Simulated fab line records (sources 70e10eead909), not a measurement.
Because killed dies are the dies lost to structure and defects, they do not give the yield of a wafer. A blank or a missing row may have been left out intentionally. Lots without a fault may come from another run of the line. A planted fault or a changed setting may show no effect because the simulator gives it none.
fab line records	flow nand_harc
record lots=13	wafers=39	last_day=24
route steps=1159 shown P_ZERO_WELL@16 P_STI@83 END@1159
lots with no fault: from the same line, run without faults
start_h: start of the lot's first displayed wafer, in hours after the record's first day	wait_h: hours elapsed since this lot's preceding step	" as in the row above	L1.1+2: a single row standing in for several wafers	- either no value or no given start	* or withheld: withheld	< > ~ a bound
route shown NAME@n: names a module that has steps shown in the file, with the first one's number in the route	usual: mean/standard deviation of fault-free wafers	same: alike in all rows	chamber/n: place in a boat	sites: each site's reading	_std_site: the values' standard deviation	_edge_site: mean of outer sites minus mean of inner sites	radius_mm: for every site, how far away it sits from the centre of the wafer	mask NAME#n: copy n	behind: the tool/chamber that last shaped the wafer	hold: the reason the lot was held/the length of the hold in hours/how it ended	device: whichever transistor did not switch (one of n, p or np)	end of line: tests of these same wafers at the route's end	a step without rows: its recipe alone	killed: the dies lost at the first sort to structure and to defects; this is not the yield of the wafer	map: a wafer's dies, marking killed ones x, the rest . and places with no die _
set.NAME: the run value of the setting; set.NAME@STEP: its run value at that earlier step	model.NAME: the simulator's own value behind a step, which no gauge read
the route's steps for a sample of lots (tables are steps, rows are wafers)
services: when a tool's chamber went out of use (start_h, in hours from the record's first day, below 0 if earlier), for how many hours, and the reason
## steps
# step NHARC_P_ZERO_WELL_DESCUM_13
# recipe time_s=3	o2_flow_sccm=200	ar_flow_sccm=0	bias_power_w=0	chemistry=O2
# usual drypump_motor_current_A=5.8/0.34	oes_product_au=0.999/0.0077	rf_vpp_V=58.1/0.94	showerhead_plenum_p_Torr=1.95/0.084	throttle_valve_pct=11.311/0.0091
# same time_s=3
lot.wafer	tool	chamber	start_h	wait_h	drypump_motor_current_A	oes_product_au	rf_hours_counter_h	rf_vpp_V	showerhead_plenum_p_Torr	throttle_valve_pct
L560.3	rie_diel-07	2	19.39	-	5.5	1.005	9.4	58.4	1.93	11.317
L560.1	"	3	"	"	6.3	0.984	9.7	58.7	2.01	11.299
L560.2	"	0	"	"	5.7	1.006	8.6	58.4	2.01	11.324
L562.1	rie_diel-07	3	31.43	-	6.2	0.993	9.9	58.3	2.01	11.300
L562.6	"	0	"	"	5.8	1.002	-	59.3	2.01	11.319
L562.5	"	1	"	"	6.0	0.997	-	56.4	1.84	11.318
L563.4	rie_diel-12	2	37.41	-	5.8	1.014	0.1	57.2	2.02	11.320
L563.6	"	0	"	"	5.7	1.004	-	58.1	2.07	11.303
L563.5	"	1	"	"	5.4	1.003	-	57.5	1.97	11.329
L566.3	rie_diel-11	3	55.40	-	5.7	0.987	2.7	58.0	1.98	11.318
L566.4	"	0	"	"	6.2	0.984	2.5	58.3	1.80	11.312
L566.1	"	1	"	"	5.7	0.986	2.4	57.9	1.96	11.293
L572.3	rie_diel-11	3	91.41	-	5.7	1.001	3.5	57.8	1.98	11.306
L572.4	"	2	"	"	6.4	1.005	-	58.0	1.79	11.313
L572.5	"	1	"	"	5.6	1.001	-	59.4	1.96	11.320
L573.4	rie_diel-11	0	97.27	-	6.2	1.001	3.4	57.4	1.80	11.312
L573.2	"	2	"	"	6.4	1.005	4.4	55.4	1.79	11.302
L573.6	"	0	"	"	6.1	1.001	-	55.9	1.80	11.316
L574.1	rie_diel-07	0	103.41	-	5.8	0.989	2.3	58.4	2.01	11.319
L574.2	"	2	"	"	5.5	0.991	2.7	60.0	1.93	11.325
L574.4	"	3	"	"	6.2	0.996	2.6	57.9	2.01	11.321
L575.2	rie_diel-11	3	109.47	-	5.7	1.002	4.7	58.4	1.98	11.309
L575.1	"	1	"	"	5.7	0.985	5.2	56.7	1.96	11.309
L575.6	"	0	"	"	6.1	0.984	-	55.9	1.80	11.307
L576.1	rie_diel-12	2	115.40	-	5.8	1.006	4.8	58.8	2.02	11.298
L576.5	"	1	"	"	5.4	1.013	-	56.2	1.97	11.316
L576.6	"	2	"	"	5.8	0.998	-	59.6	2.02	11.301
L577.2	rie_diel-07	3	121.69	-	6.2	0.995	4.2	59.5	2.01	11.304
L577.3	"	0	"	"	5.8	1.007	3.8	57.3	2.01	11.307
L577.4	"	2	"	"	5.5	0.994	3.8	56.5	1.93	11.305
L579.2	rie_diel-12	0	133.49	-	5.6	1.005	7.5	57.7	2.06	11.319
L579.1	"	2	"	"	5.8	1.003	6.0	58.0	2.02	11.325
L579.6	"	2	"	"	5.8	1.006	-	58.9	2.02	11.315
L580.1	rie_diel-12	2	139.52	-	5.8	1.006	6.7	58.2	2.02	11.328
L580.3	"	0	"	"	5.7	0.998	8.3	57.9	2.06	11.306
L580.2	"	1	"	"	5.4	1.004	5.5	58.7	1.97	11.297
L582.4	rie_diel-07	0	151.55	-	5.8	1.009	5.6	58.2	2.01	11.305
L582.3	"	1	"	"	6.0	0.993	5.6	57.7	1.84	11.299
L582.6	"	3	"	"	6.2	1.000	-	58.9	2.01	11.308
# step NHARC_P_ZERO_WELL_IMPLANT_27
# recipe energy_kev=600	dose_cm2=1e+13	tilt_deg=7
# usual dose_ions_cm2=1e+13/1.1e+10
lot.wafer	tool	chamber	start_h	wait_h	dose_ions_cm2
L560.1	implanter-01	0	20.77	0.1	9.993e+12
L560.2	"	0	"	"	9.986e+12
L560.3	"	0	"	"	1.0001e+13
L562.1	implanter-01	0	32.79	0.1	9.999e+12
L562.5	"	0	"	"	9.995e+12
L562.6	"	0	"	"	9.999e+12
L562.1	implanter-01	0	33.52	0.7	1.0009e+13
L562.5	"	0	"	"	9.986e+12
L562.6	"	0	"	"	1.0012e+13
L563.4	implanter-02	0	38.85	0.2	1.0015e+13
L563.5	"	0	"	"	9.999e+12
L563.6	"	0	"	"	1.0011e+13
L563.4	implanter-02	0	39.27	0.4	9.998e+12
L563.5	"	0	"	"	1.0001e+13
L563.6	"	0	"	"	1.0004e+13
L566.1	implanter-01	0	56.90	0.1	1.0003e+13
L566.3	"	0	"	"	1.0002e+13
L566.4	"	0	"	"	1.0017e+13
L566.1	implanter-01	0	57.32	0.4	9.999e+12
L566.3	"	0	"	"	1.0009e+13
L566.4	"	0	"	"	9.991e+12
L572.3	implanter-01	0	92.86	0.2	1.0009e+13
L572.4	"	0	"	"	9.993e+12
L572.5	"	0	"	"	9.987e+12
L573.2	implanter-02	0	98.68	0.2	1.001e+13
L573.4	"	0	"	"	1.0005e+13
L573.6	"	0	"	"	1.0007e+13
L574.1	implanter-02	0	104.90	0.1	9.982e+12
L574.2	"	0	"	"	9.994e+12
L574.4	"	0	"	"	9.98e+12
L575.1	implanter-01	0	110.96	0.1	1.0018e+13
L575.2	"	0	"	"	9.995e+12
L575.6	"	0	"	"	1.0013e+13
L576.1	implanter-01	0	116.88	0.1	9.987e+12
L576.5	"	0	"	"	1.0001e+13
L576.6	"	0	"	"	9.99e+12
L577.2	implanter-01	0	123.24	0.2	9.993e+12
L577.3	"	0	"	"	1.0004e+13
L577.4	"	0	"	"	1.0008e+13
L579.1	implanter-01	0	135.17	0.2	1.0008e+13
L579.2	"	0	"	"	1.0003e+13
L579.6	"	0	"	"	9.997e+12
L580.1	implanter-01	0	140.92	0.1	1.0006e+13
L580.2	"	0	"	"	1.0007e+13
L580.3	"	0	"	"	1.002e+13
L582.3	implanter-02	0	152.97	0.2	1.0003e+13
L582.4	"	0	"	"	1.0001e+13
L582.6	"	0	"	"	1.0012e+13
# step NHARC_P_STI_CD_MEAS_09
# recipe target_cd_nm=200	landing_energy_ev=500
# usual cd_nm=200.7/1.5
# same landing_energy_ev=500
lot.wafer	tool	chamber	start_h	wait_h	cd_nm
L560.1	cd_sem-03	0	44.08	-	202.1
L560.2	"	0	"	"	202.2
L560.3	"	0	"	"	201.5
L562.1	cd_sem-01	0	53.28	-	201.5
L562.5	"	0	"	"	202.1
L562.6	"	0	"	"	201.9
L563.4	cd_sem-01	0	60.87	-	198.7
L563.5	"	0	"	"	199.1
L563.6	"	0	"	"	198.9
L566.1	cd_sem-03	0	78.81	-	199.8
L566.3	"	0	"	"	199.3
L566.4	"	0	"	"	200.9
L572.3	cd_sem-01	0	113.75	-	198.1
L572.4	"	0	"	"	199.0
L572.5	"	0	"	"	199.9
L573.2	cd_sem-03	0	119.77	-	201.7
L573.4	"	0	"	"	201.1
L573.6	"	0	"	"	203.3
L575.1	cd_sem-01	0	128.76	-	201.4
L575.2	"	0	"	"	203.9
L575.6	"	0	"	"	202.0
L574.1	cd_sem-03	0	128.79	-	202.1
L574.2	"	0	"	"	199.6
L574.4	"	0	"	"	200.1
L576.1	cd_sem-02	0	137.25	-	202.3
L576.5	"	0	"	"	203.5
L576.6	"	0	"	"	202.9
L577.2	cd_sem-02	0	144.62	-	199.7
L577.3	"	0	"	"	202.4
L577.4	"	0	"	"	200.8
L579.1	cd_sem-01	0	155.11	-	197.8
L579.2	"	0	"	"	199.4
L579.6	"	0	"	"	201.5
L580.1	cd_sem-01	0	164.83	-	198.4
L580.2	"	0	"	"	198.5
L580.3	"	0	"	"	199.3
L582.3	cd_sem-02	0	169.86	-	199.8
L582.4	"	0	"	"	200.2
L582.6	"	0	"	"	201.4
# step NHARC_P_STI_ETCH_15
# recipe target_depth_a=3000	taper_deg=4	time_s=100.1	hbr_flow_sccm=150	cl2_flow_sccm=50	rf_w=400	icp_w=400	bias_w=100	chemistry=HBr/Cl2
# usual drypump_motor_current_A=5.8/0.47	oes_product_au=0.998/0.0066	throttle_valve_pct=26.405/0.009
# same time_s=100.1
lot.wafer	tool	chamber	start_h	wait_h	drypump_motor_current_A	oes_product_au	rf_hours_counter_h	throttle_valve_pct
L560.2	rie_si-03	0	44.66	-	5.0	0.995	0.4	26.408
L560.3	"	1	"	"	6.6	0.995	0.4	26.403
L560.1	"	2	"	"	5.9	1.006	0.4	26.401
L562.1	rie_si-06	1	53.86	-	5.5	1.002	0.2	26.409
L562.6	"	2	"	"	5.1	0.996	-	26.407
L562.5	"	3	"	"	6.2	1.000	-	26.395
L563.4	rie_si-03	2	61.43	-	5.9	1.002	0.5	26.406
L563.6	"	0	"	"	5.1	0.998	-	26.406
L563.5	"	1	"	"	6.6	0.992	-	26.399
L566.4	rie_si-03	3	79.39	-	5.8	1.002	0.6	26.388
L566.3	"	1	"	"	6.6	1.005	0.8	26.421
L566.1	"	2	"	"	5.9	0.999	0.6	26.385
L572.3	rie_si-03	0	114.35	-	5.1	1.002	1.0	26.404
L572.4	"	1	"	"	6.6	0.998	1.0	26.399
L572.5	"	2	"	"	5.9	0.998	-	26.400
L573.4	rie_si-01	1	120.31	-	6.3	1.009	1.1	26.405
L573.2	"	2	"	"	5.6	1.006	1.1	26.431
L573.6	"	1	"	"	6.3	1.004	-	26.416
L575.2	rie_si-06	3	129.32	-	6.2	0.996	0.8	26.394
L575.1	"	0	"	"	5.9	1.000	0.8	26.403
L575.6	"	1	"	"	5.5	0.984	-	26.419
L574.4	rie_si-03	0	129.33	-	5.0	0.989	1.1	26.404
L574.2	"	2	"	"	5.9	0.995	1.0	26.412
L574.1	"	3	"	"	5.8	0.994	1.0	26.406
L576.1	rie_si-01	2	137.80	-	5.6	1.006	0.0	26.403
L576.5	"	1	"	"	6.3	0.999	-	26.406
L576.6	"	2	"	"	5.6	1.008	-	26.408
L577.2	rie_si-03	0	145.15	-	5.1	1.001	1.3	26.387
L577.3	"	2	"	"	5.9	1.012	1.1	26.411
L577.4	"	3	"	"	5.8	0.987	1.1	26.401
L579.1	rie_si-01	3	155.65	-	5.7	1.010	0.2	26.406
L579.2	"	2	"	"	5.6	1.004	0.2	26.396
L579.6	"	3	"	"	5.7	1.009	-	26.387
L580.1	rie_si-03	0	165.37	-	5.1	0.988	0.0	26.402
L580.3	"	1	"	"	6.6	0.991	0.0	26.394
L580.2	"	2	"	"	5.9	0.985	0.0	26.390
L582.4	rie_si-01	1	170.40	-	6.4	0.997	0.2	26.402
L582.3	"	3	"	"	5.7	1.002	0.3	26.401
L582.6	"	1	"	"	6.4	0.993	-	26.414
# step NHARC_END_SORT_01
# recipe temp_c=25
# usual killed_at_array=27/9.8	killed_at_other=0.6/0.83	killed_at_periphery=3.5/2.4	killed_dies=31/9.6	killed_open=3.1/1.9	killed_short=2.0/1.5
# same gross_dies=677
lot.wafer	tool	chamber	start_h	wait_h	killed_at_array	killed_at_other	killed_at_periphery	killed_dies	killed_open	killed_short
L562.1	prober-02	0	474.44	2.5	34	4	5	43	3	2
L562.5	prober-02	0	477.66	3.7	32	2	1	35	2	1
L562.6	prober-02	0	478.47	4.0	30	2	3	35	1	1
L572.3	prober-02	0	532.55	3.1	8	1	10	19	2	1
L572.4	prober-02	0	533.35	3.4	12	0	4	16	3	2
L572.5	prober-02	0	534.14	3.7	9	0	7	16	3	0
L576.1	prober-01	0	551.75	2.5	29	0	1	30	3	2
L576.5	prober-01	0	555.02	3.8	45	1	1	47	2	2
L576.6	prober-01	0	555.83	4.1	34	0	2	36	3	4
L574.1	prober-02	0	567.42	2.5	15	0	1	16	1	2
L574.2	prober-02	0	568.23	2.8	17	1	3	21	6	2
L574.4	prober-02	0	569.84	3.4	10	0	2	12	2	1
L577.2	prober-01	0	568.25	2.8	27	0	6	33	2	4
L577.3	prober-01	0	569.05	3.1	28	0	4	32	1	4
L577.4	prober-01	0	569.86	3.4	28	0	5	33	2	1
L579.2	prober-01	0	576.08	2.8	32	1	3	36	1	0
# killed by level:class
L562.1 A_CHANNEL_HOLE_D1:chamber_film_flake=18 A_SLIT:chamber_film_flake=8 THIN_TSV:chamber_film_flake=4 A_CONTACT:geometric_particle:open=2 P_GATE:chamber_film_flake=2 A_STAIRCASE:chamber_film_flake=2 A_CONTACT:chamber_film_flake=2 P_CONTACT:geometric_particle:short=1
L562.5 A_SLIT:chamber_film_flake=10 A_CHANNEL_HOLE_D1:chamber_film_flake=8 A_CONTACT:chamber_film_flake=5 A_STAIRCASE:chamber_film_flake=4 A_CONTACT:geometric_particle:open=2 A_WL_FILL:chamber_film_flake=2 THIN_TSV:chamber_film_flake=2 A_CHANNEL_FILL_D1:geometric_particle:short=1
L562.6 A_CHANNEL_HOLE_D1:chamber_film_flake=13 A_SLIT:chamber_film_flake=8 A_STAIRCASE:chamber_film_flake=3 A_CONTACT:chamber_film_flake=3 P_GATE:chamber_film_flake=2 THIN_TSV:chamber_film_flake=2 A_CHANNEL_FILL_D1:geometric_particle:short=1 A_CONTACT:geometric_particle:open=1
L572.3 P_GATE:chamber_film_flake=4 P_M0:chamber_film_flake=3 P_CONTACT:geometric_particle:open=2 A_CHANNEL_HOLE_D1:chamber_film_flake=2 A_SLIT:chamber_film_flake=2 A_CONTACT:chamber_film_flake=2 P_CONTACT:geometric_particle:short=1 A_ZERO_WELL:chamber_film_flake=1
L572.4 A_CONTACT:chamber_film_flake=5 P_CONTACT:geometric_particle:open=2 P_M0:chamber_film_flake=2 A_CHANNEL_HOLE_D1:chamber_film_flake=2 A_ONON_D1:geometric_particle:open=1 A_ONON_D1:geometric_particle:short=1 A_CHANNEL_FILL_D1:geometric_particle:short=1 A_ZERO_WELL:chamber_film_flake=1
L572.5 A_CHANNEL_HOLE_D1:chamber_film_flake=5 P_GATE:chamber_film_flake=3 P_M0:chamber_film_flake=2 P_CONTACT:geometric_particle:open=1 A_ONON_D1:geometric_particle:open=1 A_M1:geometric_particle:open=1 P_ZERO_WELL:chamber_film_flake=1 A_ZERO_WELL:chamber_film_flake=1
L576.1 A_CHANNEL_HOLE_D1:chamber_film_flake=12 A_SLIT:chamber_film_flake=7 A_CONTACT:chamber_film_flake=5 A_CHANNEL_FILL_D1:geometric_particle:open=2 A_WL_FILL:geometric_particle:short=1 A_M0:geometric_particle:open=1 A_M0:geometric_particle:short=1 P_ZERO_WELL:chamber_film_flake=1
L576.5 A_CHANNEL_HOLE_D1:chamber_film_flake=22 A_SLIT:chamber_film_flake=16 A_CONTACT:chamber_film_flake=2 P_CONTACT:geometric_particle:open=1 A_CHANNEL_FILL_D1:geometric_particle:short=1 A_CHANNEL_FILL_D1:geometric_particle:open=1 A_WL_FILL:geometric_particle:short=1 A_CHANNEL_FILL_D1:chamber_film_flake=1
L576.6 A_CHANNEL_HOLE_D1:chamber_film_flake=11 A_SLIT:chamber_film_flake=9 A_CONTACT:chamber_film_flake=5 A_CHANNEL_FILL_D1:geometric_particle:open=3 A_WL_FILL:geometric_particle:short=2 A_ONON_D1:geometric_particle:short=1 A_SGD_CUT:geometric_particle:short=1 P_STI:chamber_film_flake=1
L574.1 A_CHANNEL_HOLE_D1:chamber_film_flake=8 A_CONTACT:chamber_film_flake=3 P_M0:geometric_particle:short=1 A_CHANNEL_FILL_D1:geometric_particle:open=1 A_SGD_CUT:geometric_particle:short=1 A_CHANNEL_FILL_D1:chamber_film_flake=1 A_SLIT:chamber_film_flake=1
L574.2 A_CHANNEL_HOLE_D1:chamber_film_flake=7 A_CHANNEL_FILL_D1:chamber_film_flake=3 A_CONTACT:chamber_film_flake=2 P_CONTACT:geometric_particle:short=1 P_M1:geometric_particle:open=1 P_M2:geometric_particle:open=1 A_ONON_D1:geometric_particle:open=1 A_CHANNEL_FILL_D1:geometric_particle:open=1
L577.2 A_CHANNEL_HOLE_D1:chamber_film_flake=21 P_M1:chamber_film_flake=4 P_CONTACT:geometric_particle:open=1 A_ONON_D1:geometric_particle:short=1 A_CHANNEL_FILL_D1:geometric_particle:short=1 A_STAIRCASE:geometric_particle:short=1 A_CONTACT:geometric_particle:short=1 A_M0:geometric_particle:open=1
L577.3 A_CHANNEL_HOLE_D1:chamber_film_flake=19 P_M1:chamber_film_flake=3 A_WL_FILL:geometric_particle:short=2 A_M0:chamber_film_flake=2 A_ONON_D1:geometric_particle:short=1 A_CHANNEL_FILL_D1:geometric_particle:short=1 A_CONTACT:geometric_particle:open=1 P_ZERO_WELL:chamber_film_flake=1
L574.4 A_CHANNEL_HOLE_D1:chamber_film_flake=5 A_SLIT:chamber_film_flake=2 A_CHANNEL_FILL_D1:geometric_particle:open=1 A_SGD_CUT:geometric_particle:short=1 A_CONTACT:geometric_particle:open=1 P_ZERO_WELL:chamber_film_flake=1 P_M1:chamber_film_flake=1
L577.4 A_CHANNEL_HOLE_D1:chamber_film_flake=20 P_M1:chamber_film_flake=5 A_CONTACT:chamber_film_flake=3 A_CHANNEL_FILL_D1:geometric_particle:short=1 A_WL_FILL:geometric_particle:open=1 A_BLC:geometric_particle:open=1 A_CHANNEL_FILL_D1:chamber_film_flake=1 A_M0:chamber_film_flake=1
L579.2 A_CHANNEL_HOLE_D1:chamber_film_flake=20 A_CONTACT:chamber_film_flake=7 A_BONDPAD:chamber_film_flake=3 A_M1:geometric_particle:open=1 P_M0:chamber_film_flake=1 P_M2:chamber_film_flake=1 P_BONDPAD:chamber_film_flake=1 A_STAIRCASE:chamber_film_flake=1
## services
tool	chamber	start_h	hours	kind
implanter-01	-	-4.40	1.1	repair
rie_si-06	-	6.00	9.0	pm
rie_si-01	3	12.39	7.0	repair
rie_diel-11	-	12.50	9.0	pm
rie_diel-12	-	25.40	9.0	pm
implanter-02	-	47.09	1.1	repair
rie_diel-07	-	51.26	9.0	pm
rie_si-06	2	64.19	8.6	repair
rie_si-03	-	69.27	2.5	repair
rie_si-01	0	84.70	5.8	repair
implanter-02	-	85.00	13.0	pm
rie_diel-11	0	91.25	3.7	repair
rie_diel-12	2	96.04	3.3	repair
rie_diel-12	1	117.41	19.6	repair
rie_diel-12	3	124.57	32.5	repair
rie_si-01	-	127.00	9.0	pm
rie_diel-12	-	132.07	0.2	repair
rie_si-03	-	155.00	9.0	pm
rie_si-03	0	155.00	9.0	vent_cycle
rie_si-03	1	155.00	9.0	vent_cycle
rie_si-03	2	155.00	9.0	vent_cycle
rie_si-03	3	155.00	9.0	vent_cycle
implanter-01	-	161.51	1.7	repair
rie_si-03	0	164.00	-	clean
## key
first_sign step=NHARC_P_ZERO_WELL_IMPLANT_27	reading=visit	direction=added
effect none on later readings
met_at NHARC_P_ZERO_WELL_IMPLANT_27
struck_lots L562,L563,L566
tester_left_out L562,L563,L566
not_acting_at NHARC_P_ZERO_WELL_DESCUM_13,NHARC_P_STI_CD_MEAS_09,NHARC_P_STI_ETCH_15
fault kind=repeated_step_whole	tool=implanter-01,implanter-02	chamber=-	onset_h=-	steps=NHARC_P_ZERO_WELL_IMPLANT_27	times=1	scope=struck_lots_only
# tester_left_out: of these lots the tester's yield and bins aren't shown, on N5 and GAA mostly nor the transistor test; their killed dies are dies lost to structure and defects alone, not to doping, threshold or leakage, so they don't give the yield
